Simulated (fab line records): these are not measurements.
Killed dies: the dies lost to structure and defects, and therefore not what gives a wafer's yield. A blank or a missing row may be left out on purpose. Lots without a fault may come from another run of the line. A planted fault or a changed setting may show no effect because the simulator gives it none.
Split-lot study | flow n5-finfet | 7 lots, 39 wafers read, on a route of 1938 steps

== THE SPLIT ITSELF ==
At N5_BEOL_M11_CVD_75 (deposits Co from CCTBA/H2, target thk 2 nm, time 138.9 s), the setting target-thk-a was moved away from the recipe's 20 angstrom on 18 of the 39 wafers read, by -55.4% to +54.1%. All remaining wafers had this setting at the recipe value.

The split's own step is where the reading is taken.

== THE READING ==
Co_of_BEOL_M11_CVD_75.thk-nm (the simulator's own value, which no gauge read), in nm, at N5_BEOL_M11_CVD_75 (deposits Co from CCTBA/H2, target thk 2 nm, time 138.9 s). No usual value for it is given in the file. The 21 wafers here that ran the recipe average 1.9 nm, standard deviation 0.11 nm.

wafer  | tool, chamber at the split | target-thk-a as run, angstrom | against the recipe | Co_of_BEOL_M11_CVD_75.thk-nm, nm | against lot-mates on the recipe
L076.1 | cvd-co-01, 1,2             | 20                            | recipe             | 2                                | -
L076.3 | cvd-co-01, 1,2             | 20                            | recipe             | 2                                | -
L076.2 | cvd-co-01, 0               | 30.82                         | +54.1%             | 3.2                              | +1.1
L076.4 | cvd-co-01, 2,1             | 30.82                         | +54.1%             | 3                                | +0.9
L076.6 | cvd-co-01, 2,1             | 30.82                         | +54.1%             | 3                                | +0.9
L076.5 | cvd-co-01, 0               | 20                            | recipe             | 2.2                              | -
L077.1 | cvd-co-01, 0,2,0           | 20                            | recipe             | 2                                | -
L077.3 | cvd-co-01, 0,2,0           | 20                            | recipe             | 2                                | -
L077.6 | cvd-co-01, 0,2,0           | 20                            | recipe             | 2                                | -
L077.2 | cvd-co-01, 1,2             | 8.911                         | -55.4%             | 0.8                              | -1.2
L077.4 | cvd-co-01, 1,2             | 8.911                         | -55.4%             | 0.8                              | -1.2
L077.5 | cvd-co-01, 1               | 8.911                         | -55.4%             | 1                                | -1.0
L084.1 | cvd-co-02, 1               | 13.42                         | -32.9%             | 1.4                              | -0.5
L084.4 | cvd-co-02, 1               | 13.42                         | -32.9%             | 1.4                              | -0.5
L084.2 | cvd-co-02, 2,0             | 20                            | recipe             | 1.8                              | -
L084.5 | cvd-co-02, 2,0             | 20                            | recipe             | 1.8                              | -
L084.3 | cvd-co-02, 0               | 13.42                         | -32.9%             | 1.2                              | -0.7
L084.6 | cvd-co-02, 2               | 20                            | recipe             | 2                                | -
L085.1 | cvd-co-02, 2,0             | 15.64                         | -21.8%             | 1.6                              | -0.3
L085.2 | cvd-co-02, 2,0             | 15.64                         | -21.8%             | 1.6                              | -0.3
L085.3 | cvd-co-02, 0               | 20                            | recipe             | 2                                | -
L085.4 | cvd-co-02, 2,0             | 20                            | recipe             | 1.8                              | -
L085.5 | cvd-co-02, 2,0             | 20                            | recipe             | 1.8                              | -
L085.6 | cvd-co-02, 2               | 15.64                         | -21.8%             | 1.4                              | -0.5
L086.2 | cvd-co-02, 1,0             | 20                            | recipe             | 2                                | -
L086.3 | cvd-co-02, 1,0             | 20                            | recipe             | 2                                | -
L086.4 | cvd-co-02, 1               | 20                            | recipe             | 1.8                              | -
L089.1 | cvd-co-01, 0,2             | 12.42                         | -37.9%             | 1.2                              | -0.8
L089.5 | cvd-co-01, 0,2             | 12.42                         | -37.9%             | 1.2                              | -0.8
L089.2 | cvd-co-01, 2,0,0           | 20                            | recipe             | 2                                | -
L089.3 | cvd-co-01, 2,0,0           | 20                            | recipe             | 2                                | -
L089.6 | cvd-co-01, 2,0,0           | 20                            | recipe             | 2                                | -
L089.4 | cvd-co-01, 2               | 12.42                         | -37.9%             | 1.4                              | -0.6
L091.1 | cvd-co-02, 0               | 20                            | recipe             | 1.8                              | -
L091.5 | cvd-co-02, 0               | 20                            | recipe             | 1.8                              | -
L091.2 | cvd-co-02, 1,2,2           | 25.95                         | +29.7%             | 2.4                              | +0.5
L091.3 | cvd-co-02, 1,2,2           | 25.95                         | +29.7%             | 2.4                              | +0.5
L091.4 | cvd-co-02, 1,2,2           | 25.95                         | +29.7%             | 2.4                              | +0.5
L091.6 | cvd-co-02, 1               | 20                            | recipe             | 2                                | -
The file does not say which wafer passed through which chamber wherever a row lists several chambers: such a row stands for several wafers.

THE FIT
A straight line over all 39 wafers: Co_of_BEOL_M11_CVD_75.thk-nm changes by +0.0191 nm for each +1% of target-thk-a; r = +0.98; the points scatter about the line by 0.11 nm.
The same after taking each lot's own level away (the mean of its wafers on the recipe; 39 wafers): +0.0188 nm for each +1%; r = +0.98; scatter 0.095 nm.
The reading moves by 1 nm for the largest change in target-thk-a, on that fit.
Measured against the standard deviation above, the lots' own levels, which go from 1.87 to 2.07 nm, span 1.8 times it.
Hence the lot-to-lot level has little effect on the slope; both slopes agree.
Check: for one of the wafers moved furthest among these (-55.4%), held out of the fit, the line's prediction against its lot-mates is -1.02 nm. It came out at -1.2 nm against them.

== ADDITIONAL SPLITS CARRIED BY THESE WAFERS ==
Note: prior to the reading, these wafers also went through further splits. Each is held against what the fit with the lots' levels taken away leaves over:
other split on the same wafers   | wafers away from the commonest value | r with Co_of_BEOL_M11_CVD_75.thk-nm (lot level and that fit taken away)
N5_BEOL_M8_TRENCH_ETCH_37 time-s | 18                                   | -0.13

== FILE'S OWN FIT ==
Co_of_BEOL_M11_CVD_75.thk-nm changes by +0.0188 nm for each +1% of target-thk-a, r = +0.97.
